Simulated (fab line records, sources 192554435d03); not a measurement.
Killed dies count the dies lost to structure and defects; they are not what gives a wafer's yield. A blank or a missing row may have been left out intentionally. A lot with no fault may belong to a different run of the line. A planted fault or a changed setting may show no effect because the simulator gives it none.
fab line records | flow n5-finfet
record: lots: 24 wafers: 72 last-day: 18
route steps=1938 shown BEOL_M5@1168 BEOL_M6@1194
lots that met no fault: taken from a fault-free run of the same line
start-h: hours from the record's opening day to when the first of the lot's shown wafers began | wait-h: hours from the lot's prior step to this one | " repeats the value in the row above | L1.1+2: several wafers, shown together as one row | - either no value or no given start | * or withheld: withheld | < > ~ a bound
route shown NAME@n: NAME is a module with steps in the file, n the number in the route of the first one | usual: mean and standard deviation over wafers with no fault | same: alike in all rows | chamber/n: place in a boat | sites: the reading at each site | _std_site: their standard deviation | _edge_site: outer sites' mean less inner sites' | radius-mm: how far each site lies from the wafer's centre | mask NAME#n: copy n | behind: the last tool/chamber to shape the wafer | hold: the reason the lot was held/the length of the hold in hours/how it ended | device: which transistor (n, p or np) failed to switch | end of line: the tests these same wafers got at the end of their route | a step without rows: its recipe alone | killed: the dies lost at the first sort to structure and to defects; this is not the yield of the wafer | map: the dies of a wafer, with x for killed, . for not killed, _ for no die there
set.NAME: the setting as run; set.NAME@STEP: as run at that earlier step | model.NAME: the simulator's own value behind a step, which no gauge read
the route's steps for a sample of lots (tables are steps, rows are wafers)
services: when a tool's chamber went out of use (start-h, in hours from the record's first day, below 0 if earlier), for how many hours, and the reason
== steps ==
step: N5_BEOL_M5_CD_MEAS_35
recipe: target-cd-nm: 28 target-cd-y-nm: 24 polarity: opening
usual: cd-nm: 27.98/0.29
columns lot.wafer tool chamber start-h wait-h cd-nm
L074.3 cd-sem-01 - 176.54 0.0 27.86
L074.4 " - " " 27.84
L074.5 " - " " 27.94
L075.1 cd-sem-02 - 182.67 0.0 27.94
L075.3 " - " " 28.01
L075.6 " - " " 27.95
L076.1 cd-sem-01 - 189.29 0.0 28.07
L076.3 " - " " 28.29
L076.4 " - " " 27.87
L079.1 cd-sem-03 - 197.91 0.0 27.94
L079.4 " - " " 27.77
L079.6 " - " " 28.33
L077.1 cd-sem-01 - 201.20 0.0 28.03
L077.3 " - " " 27.91
L077.6 " - " " 28.16
L078.1 cd-sem-03 - 203.65 0.0 28.45
L078.4 " - " " 28.52
L078.5 " - " " 28.36
L080.1 cd-sem-01 - 210.02 0.0 27.86
L080.3 " - " " 27.37
L080.5 " - " " 27.56
L081.1 cd-sem-02 - 224.14 0.0 28.13
L081.2 " - " " 27.92
L081.5 " - " " 28.27
L082.1 cd-sem-03 - 230.23 0.0 27.92
L082.5 " - " " 27.88
L082.6 " - " " 28.21
L083.4 cd-sem-03 - 239.67 0.0 28.04
L083.5 " - " " 28.20
L083.6 " - " " 28.32
L084.2 cd-sem-02 - 248.42 0.0 28.33
L084.4 " - " " 27.74
L084.5 " - " " 27.48
L086.1 cd-sem-03 - 252.03 0.0 27.60
L086.2 " - " " 27.89
L086.3 " - " " 28.11
L087.1 cd-sem-02 - 254.54 0.0 27.31
L087.2 " - " " 27.58
L087.6 " - " " 27.82
L085.2 cd-sem-03 - 255.45 0.0 28.40
L085.4 " - " " 28.27
L085.6 " - " " 27.97
L088.1 cd-sem-03 - 257.97 0.0 27.74
L088.4 " - " " 28.15
L088.6 " - " " 27.70
L090.3 cd-sem-02 - 273.22 0.0 27.42
L090.4 " - " " 27.86
L090.5 " - " " 27.59
L089.2 cd-sem-03 - 280.86 0.0 27.89
L089.3 " - " " 27.92
L089.5 " - " " 27.56
L091.2 cd-sem-03 - 282.19 0.0 27.99
L091.4 " - " " 27.82
L091.6 " - " " 27.92
L092.2 cd-sem-01 - 286.51 0.0 28.24
L092.3 " - " " 28.02
L092.5 " - " " 27.99
L094.1 cd-sem-02 - 292.52 0.0 28.05
L094.3 " - " " 27.99
L094.4 " - " " 28.27
L093.1 cd-sem-02 - 292.54 0.0 27.61
L093.4 " - " " 28.03
L093.6 " - " " 27.68
L095.2 cd-sem-01 - 309.24 0.0 28.43
L095.3 " - " " 28.13
L095.4 " - " " 27.74
L096.3 cd-sem-01 - 312.95 0.0 27.65
L096.4 " - " " 27.86
L096.5 " - " " 28.15
L097.2 cd-sem-02 - 316.10 0.0 27.77
L097.3 " - " " 27.62
L097.4 " - " " 27.93
step: N5_BEOL_M5_SURFACE_TREAT_87
recipe: gas: Ar time-s: * ion-energy-ev: * ion-current-ma-cm2: 0.5 pressure-mtorr: * ar-flow-sccm: 30
usual: pressure-mtorr: * throttle-valve-pct: *
columns lot.wafer tool chamber start-h wait-h pressure-mtorr throttle-valve-pct
L074.3 pvd-sputter-03 - 177.66 0.2 * *
L074.4 " - " " * *
L074.5 " - " " * *
L075.1 pvd-sputter-02 - 184.08 0.3 * *
L075.3 " - " " * *
L075.6 " - " " * *
L076.1 pvd-sputter-02 - 190.86 0.1 * *
L076.3 " - " " * *
L076.4 " - " " * *
L079.1 pvd-sputter-02 - 198.71 0.2 * *
L079.4 " - " " * *
L079.6 " - " " * *
L077.1 pvd-sputter-02 - 203.42 0.3 * *
L077.3 " - " " * *
L077.6 " - " " * *
L078.1 pvd-sputter-01 - 205.26 0.3 * *
L078.4 " - " " * *
L078.5 " - " " * *
L080.1 pvd-sputter-03 - 211.16 0.2 * *
L080.3 " - " " * *
L080.5 " - " " * *
L081.1 pvd-sputter-03 - 225.58 0.3 * *
L081.2 " - " " * *
L081.5 " - " " * *
L082.1 pvd-sputter-01 - 231.34 0.1 * *
L082.5 " - " " * *
L082.6 " - " " * *
L083.4 pvd-sputter-01 - 240.71 0.1 * *
L083.5 " - " " * *
L083.6 " - " " * *
L084.2 pvd-sputter-03 - 251.43 0.2 * *
L084.4 " - " " * *
L084.5 " - " " * *
L086.1 pvd-sputter-01 - 253.17 0.2 * *
L086.2 " - " " * *
L086.3 " - " " * *
L087.1 pvd-sputter-01 - 255.89 0.2 * *
L087.2 " - " " * *
L087.6 " - " " * *
L085.2 pvd-sputter-03 - 256.50 0.3 * *
L085.4 " - " " * *
L085.6 " - " " * *
L088.1 pvd-sputter-02 - 258.90 0.2 * *
L088.4 " - " " * *
L088.6 " - " " * *
L090.3 pvd-sputter-03 - 274.46 0.1 * *
L090.4 " - " " * *
L090.5 " - " " * *
L089.2 pvd-sputter-03 - 281.65 0.1 * *
L089.3 " - " " * *
L089.5 " - " " * *
L091.2 pvd-sputter-02 - 285.45 1.0 * *
L091.4 " - " " * *
L091.6 " - " " * *
L092.2 pvd-sputter-01 - 287.35 0.2 * *
L092.3 " - " " * *
L092.5 " - " " * *
L093.1 pvd-sputter-03 - 293.87 0.4 * *
L093.4 " - " " * *
L093.6 " - " " * *
L094.1 pvd-sputter-03 - 293.91 0.3 * *
L094.3 " - " " * *
L094.4 " - " " * *
L095.2 pvd-sputter-02 - 310.47 0.2 * *
L095.3 " - " " * *
L095.4 " - " " * *
L096.3 pvd-sputter-02 - 313.69 0.2 * *
L096.4 " - " " * *
L096.5 " - " " * *
L097.2 pvd-sputter-02 - 318.89 0.2 * *
L097.3 " - " " * *
L097.4 " - " " * *
step: N5_BEOL_M5_SPUTTER_88
recipe: material: Cu target-thk-a: 150 temp-c: -20 chamber-pressure-pa: 0.07 power-w: withheld time-s: 27.62
usual: chuck-gas-flow-sccm: 1.25/0.056 susceptor-temp-C: -20.00/0.11 throttle-valve-pct: 29.9/0.85
columns lot.wafer tool chamber start-h wait-h chuck-gas-flow-sccm susceptor-temp-C throttle-valve-pct
L074.3 pvd-sputter-01 - 181.28 0.5 1.15 -20.07 29.0
L074.4 " - " " 1.25 -19.85 29.8
L074.5 " - " " 1.15 -19.95 30.5
L075.1 pvd-sputter-01 - 187.61 0.5 1.29 -20.03 30.7
L075.3 " - " " 1.30 -20.18 29.1
L075.6 " - " " 1.23 -20.11 29.0
L076.1 pvd-sputter-01 - 194.40 0.5 1.22 -20.18 29.2
L076.3 " - " " 1.27 -19.85 30.5
L076.4 " - " " 1.26 -19.90 30.0
L079.1 pvd-sputter-01 - 202.32 0.5 1.26 -20.16 30.7
L079.4 " - " " 1.24 -20.04 31.5
L079.6 " - " " 1.24 -19.96 31.6
L077.1 pvd-sputter-02 - 206.90 0.5 1.29 -19.88 29.0
L077.3 " - " " 1.23 -20.28 29.0
L077.6 " - " " 1.22 -20.04 29.8
L078.1 pvd-sputter-01 - 208.78 0.5 1.33 -19.92 31.4
L078.4 " - " " 1.24 -19.97 30.8
L078.5 " - " " 1.15 -20.12 29.0
L080.1 pvd-sputter-02 - 219.66 5.5 1.30 -19.79 29.8
L080.3 " - " " 1.45 -20.06 28.8
L080.5 " - " " 1.25 -19.76 29.6
L081.1 pvd-sputter-03 - 229.24 0.5 1.30 -19.97 29.8
L081.2 " - " " 1.30 -19.96 30.6
L081.5 " - " " 1.23 -20.08 30.6
L082.1 pvd-sputter-02 - 236.23 0.5 1.26 -20.00 28.8
L082.5 " - " " 1.18 -19.85 29.8
L082.6 " - " " 1.28 -19.93 28.9
L083.4 pvd-sputter-01 - 244.18 0.5 1.19 -20.03 28.8
L083.5 " - " " 1.27 -20.14 29.9
L083.6 " - " " 1.24 -20.12 29.1
L084.2 pvd-sputter-03 - 254.93 0.5 1.22 -19.83 30.4
L084.4 " - " " 1.27 -19.99 29.8
L084.5 " - " " 1.25 -19.92 30.0
L086.1 pvd-sputter-02 - 256.75 0.5 1.20 -19.90 28.5
L086.2 " - " " 1.37 -20.04 28.9
L086.3 " - " " 1.19 -19.99 29.0
L087.1 pvd-sputter-01 - 259.45 0.5 1.31 -20.10 30.1
L087.2 " - " " 1.20 -20.09 30.3
L087.6 " - " " 1.29 -20.17 31.5
L085.2 pvd-sputter-03 - 260.46 0.5 1.26 -20.01 30.2
L085.4 " - " " 1.30 -20.00 30.9
L085.6 " - " " 1.31 -20.04 30.1
L088.1 pvd-sputter-02 - 263.06 0.5 1.27 -19.99 29.7
L088.4 " - " " 1.18 -20.18 28.8
L088.6 " - " " 1.21 -20.12 29.4
L090.3 pvd-sputter-01 - 278.06 0.5 1.23 -20.04 30.6
L090.4 " - " " 1.29 -19.89 30.0
L090.5 " - " " 1.24 -20.07 31.5
L089.2 pvd-sputter-03 - 285.20 0.5 1.22 -20.02 30.3
L089.3 " - " " 1.32 -20.08 30.1
L089.5 " - " " 1.26 -19.99 30.6
L091.2 pvd-sputter-02 - 289.01 0.5 1.27 -20.05 28.8
L091.4 " - " " 1.28 -19.98 28.9
L091.6 " - " " 1.37 -19.93 28.7
L092.2 pvd-sputter-03 - 290.85 0.5 1.22 -20.01 30.1
L092.3 " - " " 1.38 -19.76 30.0
L092.5 " - " " 1.20 -19.87 29.8
L093.1 pvd-sputter-02 - 298.74 0.5 1.31 -19.81 28.8
L093.4 " - " " 1.34 -19.97 30.0
L093.6 " - " " 1.27 -19.99 29.8
L094.1 pvd-sputter-01 - 298.85 0.5 1.30 -20.10 30.2
L094.3 " - " " 1.27 -20.06 30.5
L094.4 " - " " 1.20 -20.15 29.2
L095.2 pvd-sputter-01 - 314.02 0.5 1.24 -19.91 31.4
L095.3 " - " " 1.21 -19.86 30.6
L095.4 " - " " 1.24 -19.91 29.9
L096.3 pvd-sputter-02 - 317.19 0.5 1.27 -20.05 28.9
L096.4 " - " " 1.26 -20.04 29.7
L096.5 " - " " 1.26 -19.89 29.0
L097.2 pvd-sputter-02 - 322.39 0.5 1.24 -20.21 28.8
L097.3 " - " " 1.24 -19.91 29.7
L097.4 " - " " 1.19 -20.14 29.0
step: N5_BEOL_M5_THK_MEAS_53
recipe: thk-meas-gauge: xrf reads: Cu_of_BEOL_M5_ECD_50
usual: M5_THK: 61.4/1.4
columns lot.wafer tool chamber start-h wait-h M5_THK[nm]
L074.3 film-metro-02 - 183.16 - 62.8
L074.4 " - " " 61.2
L074.5 " - " " 61.2
L075.1 film-metro-02 - 189.50 - 60.7
L075.3 " - " " 61.2
L075.6 " - " " 62.7
L076.1 film-metro-02 - 196.78 - 60.4
L076.3 " - " " 60.5
L076.4 " - " " 60.3
L079.1 film-metro-01 - 204.37 - 61.7
L079.4 " - " " 63.5
L079.6 " - " " 63.2
L077.1 film-metro-02 - 208.81 - 63.3
L077.3 " - " " 61.7
L077.6 " - " " 60.7
L078.1 film-metro-02 - 210.66 - 63.7
L078.4 " - " " 62.4
L078.5 " - " " 64.0
L080.1 film-metro-02 - 221.54 - 60.9
L080.3 " - " " 61.8
L080.5 " - " " 61.2
L081.1 film-metro-01 - 231.13 - 62.4
L081.2 " - " " 61.8
L081.5 " - " " 61.9
L082.1 film-metro-01 - 238.17 - 59.1
L082.5 " - " " 58.7
L082.6 " - " " 60.6
L083.4 film-metro-01 - 246.52 - 60.8
L083.5 " - " " 61.0
L083.6 " - " " 61.7
L084.2 film-metro-01 - 257.23 - 60.5
L084.4 " - " " 61.4
L084.5 " - " " 59.2
L086.1 film-metro-02 - 258.68 - 59.6
L086.2 " - " " 57.9
L086.3 " - " " 63.1
L087.1 film-metro-01 - 261.43 - 60.5
L087.2 " - " " 62.4
L087.6 " - " " 61.3
L085.2 film-metro-02 - 262.34 - 61.4
L085.4 " - " " 63.5
L085.6 " - " " 61.6
L088.1 film-metro-01 - 264.94 - 61.1
L088.4 " - " " 60.9
L088.6 " - " " 60.9
L090.3 film-metro-02 - 279.94 - 61.8
L090.4 " - " " 61.3
L090.5 " - " " 63.0
L089.2 film-metro-02 - 287.08 - 62.3
L089.3 " - " " 62.0
L089.5 " - " " 61.7
L091.2 film-metro-02 - 290.90 - 63.3
L091.4 " - " " 61.6
L091.6 " - " " 63.9
L092.2 film-metro-02 - 292.73 - 58.9
L092.3 " - " " 59.5
L092.5 " - " " 60.1
L093.1 film-metro-01 - 300.68 - 60.5
L093.4 " - " " 59.2
L093.6 " - " " 58.7
L094.1 film-metro-01 - 300.78 - 61.8
L094.3 " - " " 59.2
L094.4 " - " " 60.9
L095.2 film-metro-02 - 316.12 - 62.6
L095.3 " - " " 60.7
L095.4 " - " " 60.9
L096.3 film-metro-01 - 319.08 - 59.8
L096.4 " - " " 65.1
L096.5 " - " " 63.2
L097.2 film-metro-01 - 324.27 - 61.1
L097.3 " - " " 62.0
L097.4 " - " " 61.6
step: N5_BEOL_M5_PRE_CLEAN_77
recipe: gas: NH3/H2 time-s: 15 temp-c: * rf-power-w: 300
usual: heater-power-w: 90/15 susceptor-temp-C: *
columns lot.wafer tool chamber start-h wait-h heater-power-w susceptor-temp-C
L074.3 cvd-co-02 2 183.20 0.0 104 *
L074.4 " 2 " " 103 *
L074.5 " 0 " " 62 *
L075.1 cvd-co-02 2 189.54 0.0 104 *
L075.3 " 1 " " 97 *
L075.6 " 2 " " 102 *
L076.1 cvd-co-02 2 196.82 0.0 101 *
L076.3 " 1 " " 95 *
L076.4 " 1 " " 96 *
L079.1 cvd-co-02 0 204.41 0.0 65 *
L079.4 " 0 " " 62 *
L079.6 " 2 " " 104 *
L077.1 cvd-co-02 0 208.85 0.0 64 *
L077.3 " 1 " " 94 *
L077.6 " 1 " " 93 *
L078.1 cvd-co-02 2 210.73 0.1 107 *
L078.4 " 1 " " 98 *
L078.5 " 0 " " 63 *
L080.1 cvd-co-02 1 221.59 0.0 93 *
L080.3 " 2 " " 104 *
L080.5 " 2 " " 103 *
L081.1 cvd-co-02 2 231.41 0.3 103 *
L081.2 " 1 " " 96 *
L081.5 " 2 " " 102 *
L082.1 cvd-co-01 1 238.21 0.0 89 *
L082.5 " 2 " " 81 *
L082.6 " 1 " " 91 *
L083.4 cvd-co-01 2 246.57 0.1 81 *
L083.5 " 0 " " 106 *
L083.6 " 1 " " 92 *
L084.2 cvd-co-02 0 257.27 0.0 64 *
L084.4 " 0 " " 65 *
L084.5 " 1 " " 96 *
L086.1 cvd-co-01 2 258.72 0.0 85 *
L086.2 " 1 " " 91 *
L086.3 " 0 " " 105 *
L087.1 cvd-co-01 0 261.47 0.0 108 *
L087.2 " 1 " " 89 *
L087.6 " 0 " " 106 *
L085.2 cvd-co-01 1 262.38 0.0 90 *
L085.4 " 1 " " 90 *
L085.6 " 0 " " 105 *
L088.1 cvd-co-02 0 264.98 0.0 62 *
L088.4 " 0 " " 64 *
L088.6 " 2 " " 105 *
L090.3 cvd-co-01 1 280.01 0.1 93 *
L090.4 " 0 " " 107 *
L090.5 " 1 " " 92 *
L089.2 cvd-co-02 1 287.12 0.0 95 *
L089.3 " 0 " " 63 *
L089.5 " 1 " " 98 *
L091.2 cvd-co-01 2 290.93 0.0 82 *
L091.4 " 0 " " 106 *
L091.6 " 2 " " 82 *
L092.2 cvd-co-01 1 292.76 0.0 90 *
L092.3 " 2 " " 81 *
L092.5 " 1 " " 92 *
L093.1 cvd-co-01 2 300.89 0.2 79 *
L093.4 " 2 " " 83 *
L093.6 " 1 " " 93 *
L094.1 cvd-co-02 2 300.95 0.2 103 *
L094.3 " 0 " " 63 *
L094.4 " 0 " " 64 *
L095.2 cvd-co-02 2 316.15 0.0 104 *
L095.3 " 0 " " 64 *
L095.4 " 1 " " 98 *
L096.3 cvd-co-01 2 319.12 0.0 81 *
L096.4 " 2 " " 85 *
L096.5 " 0 " " 108 *
L097.2 cvd-co-01 0 324.31 0.0 109 *
L097.3 " 1 " " 90 *
L097.4 " 2 " " 83 *
step: N5_BEOL_M6_ILD_DEP_00
recipe: material: SiCOH_lowk target-thk-a: 1797.5 temp-c: 300 precursor: DEMS/porogen pressure-torr: 5 rf-w: 500 time-s: 33.4
usual: chamber-pressure-Torr: 4.999/0.011 heater-power-w: 365/68 showerhead-plenum-p-Torr: 5.738/0.014 susceptor-temp-C: 300.02/0.2 throttle-valve-pct: 13.5/0.82
columns lot.wafer tool chamber start-h wait-h chamber-pressure-Torr heater-power-w showerhead-plenum-p-Torr susceptor-temp-C throttle-valve-pct
L074.3 pecvd-04 1 183.49 0.0 5.008 415 5.718 300.05 13.5
L074.4 " 0 " " 4.985 366 5.760 299.93 12.8
L074.5 " 2 " " 4.999 402 5.741 299.65 13.8
L075.1 pecvd-03 0 189.83 0.0 4.995 224 5.722 300.06 15.0
L075.3 " 1 " " 5.006 286 5.749 300.11 15.6
L075.6 " 1 " " 5.006 280 5.747 299.89 15.5
L076.1 pecvd-04 2 197.15 0.1 4.994 406 5.741 300.18 13.7
L076.3 " 1 " " 5.006 429 5.736 300.22 13.1
L076.4 " 0 " " 4.996 398 5.765 299.91 12.7
L079.1 pecvd-04 1 204.80 0.0 4.994 415 5.734 299.97 13.5
L079.4 " 0 " " 4.995 396 5.758 299.84 13.0
L079.6 " 0 " " 4.987 407 5.759 300.34 12.5
L077.1 pecvd-04 0 209.13 0.0 5.008 390 5.748 299.90 12.8
L077.3 " 1 " " 5.004 462 5.728 300.15 13.4
L077.6 " 1 " " 4.992 464 5.722 300.21 13.5
L078.1 pecvd-02 2 211.05 0.0 4.996 229 5.757 300.23 12.8
L078.4 " 2 " " 5.002 235 5.733 300.13 12.8
L078.5 " 0 " " 5.009 278 5.756 299.70 13.9
L080.1 pecvd-04 0 221.87 0.0 4.985 379 5.755 300.10 12.7
L080.3 " 1 " " 4.999 445 5.721 299.94 13.4
L080.5 " 1 " " 5.021 438 5.724 299.94 13.4
L081.1 pecvd-03 1 231.70 0.0 5.017 261 5.742 300.24 15.3
L081.2 " 0 " " 4.980 226 5.739 299.99 14.7
L081.5 " 0 " " 4.997 229 5.734 299.88 14.7
L082.1 pecvd-02 1 238.51 0.0 5.012 385 5.721 300.37 13.8
L082.5 " 0 " " 4.999 297 5.739 299.74 13.7
L082.6 " 2 " " 5.003 234 5.741 300.20 12.8
L083.4 pecvd-04 1 246.87 0.1 5.003 413 5.735 300.04 13.1
L083.5 " 2 " " 5.052 395 5.722 300.16 13.0
L083.6 " 0 " " 5.003 382 5.754 300.13 12.6
L084.2 pecvd-04 1 257.55 0.0 4.994 466 5.715 299.80 13.6
L084.4 " 1 " " 5.007 368 5.723 299.67 13.4
L084.5 " 2 " " 4.998 376 5.748 299.94 12.9
L086.1 pecvd-03 1 259.00 0.0 5.006 282 5.753 300.25 15.3
L086.2 " 2 " " 4.996 413 5.734 299.75 14.2
L086.3 " 0 " " 4.995 245 5.734 299.80 14.6
L087.1 pecvd-04 2 261.76 0.0 5.002 411 5.743 299.88 12.8
L087.2 " 1 " " 5.005 395 5.709 300.28 13.7
L087.6 " 1 " " 5.017 409 5.729 300.23 13.5
L085.2 pecvd-04 1 262.66 0.0 4.987 442 5.713 299.96 13.3
L085.4 " 0 " " 4.991 382 5.759 299.75 12.9
L085.6 " 1 " " 4.997 460 5.705 300.02 13.5
L088.1 pecvd-04 2 265.26 0.0 5.000 372 5.745 300.08 12.6
L088.4 " 0 " " 4.989 408 5.756 300.18 12.7
L088.6 " 2 " " 4.992 370 5.737 300.24 13.0
L090.3 pecvd-04 2 280.30 0.0 4.985 371 5.735 299.82 12.9
L090.4 " 2 " " 5.006 370 5.744 300.26 12.6
L090.5 " 1 " " 5.000 443 5.724 299.99 13.5
L089.2 pecvd-02 1 287.42 0.0 4.999 326 5.735 299.82 13.7
L089.3 " 2 " " 4.990 234 5.744 300.24 12.9
L089.5 " 1 " " 4.995 338 5.725 299.99 14.0
L091.2 pecvd-03 2 291.23 0.0 5.003 378 5.736 299.89 14.0
L091.4 " 1 " " 5.000 286 5.740 299.57 15.7
L091.6 " 0 " " 4.994 234 5.745 299.60 14.9
L092.2 pecvd-04 2 293.05 0.0 4.992 357 5.739 299.92 12.8
L092.3 " 0 " " 5.025 348 5.760 300.22 12.5
L092.5 " 2 " " 5.006 369 5.734 300.02 13.1
L093.1 pecvd-04 0 301.17 0.0 4.986 382 5.756 299.95 12.9
L093.4 " 2 " " 4.996 344 5.752 300.36 13.0
L093.6 " 0 " " 4.999 404 5.757 299.77 12.8
L094.1 pecvd-03 0 301.23 0.0 4.984 226 5.743 300.12 14.9
L094.3 " 1 " " 4.991 288 5.743 299.99 15.4
L094.4 " 1 " " 4.992 292 5.738 300.31 15.5
L095.2 pecvd-04 2 316.44 0.0 4.994 392 5.730 300.11 13.0
L095.3 " 1 " " 5.008 467 5.729 300.44 13.3
L095.4 " 1 " " 5.008 459 5.725 300.17 13.6
L096.3 pecvd-04 2 319.40 0.0 5.010 410 5.733 299.90 13.0
L096.4 " 2 " " 4.979 326 5.736 300.00 12.8
L096.5 " 1 " " 5.006 418 5.734 300.34 13.4
L097.2 pecvd-04 1 324.60 0.0 5.006 418 5.709 299.67 13.5
L097.3 " 0 " " 4.999 345 5.756 300.18 12.5
L097.4 " 0 " " 5.000 370 5.756 300.09 12.9
== services ==
columns tool chamber start-h hours kind
pecvd-02 - 181.36 28.1 pm
pecvd-04 - 181.78 1.6 repair
pecvd-03 2 185.47 8.2 repair
pecvd-03 - 193.15 14.6 pm
pecvd-04 2 202.47 - clean
pecvd-04 2 202.47 - consumable-replace:showerhead
pecvd-04 2 202.47 29.0 scheduled-down
pecvd-04 2 202.47 29.0 vent-cycle
cvd-co-01 - 228.17 6.0 pm
pecvd-03 - 228.69 2.8 pm
pecvd-03 0 253.32 2.1 scheduled-down
pecvd-02 2 260.86 - calibration
pecvd-03 1 280.50 2.5 repair
== key ==
fault none
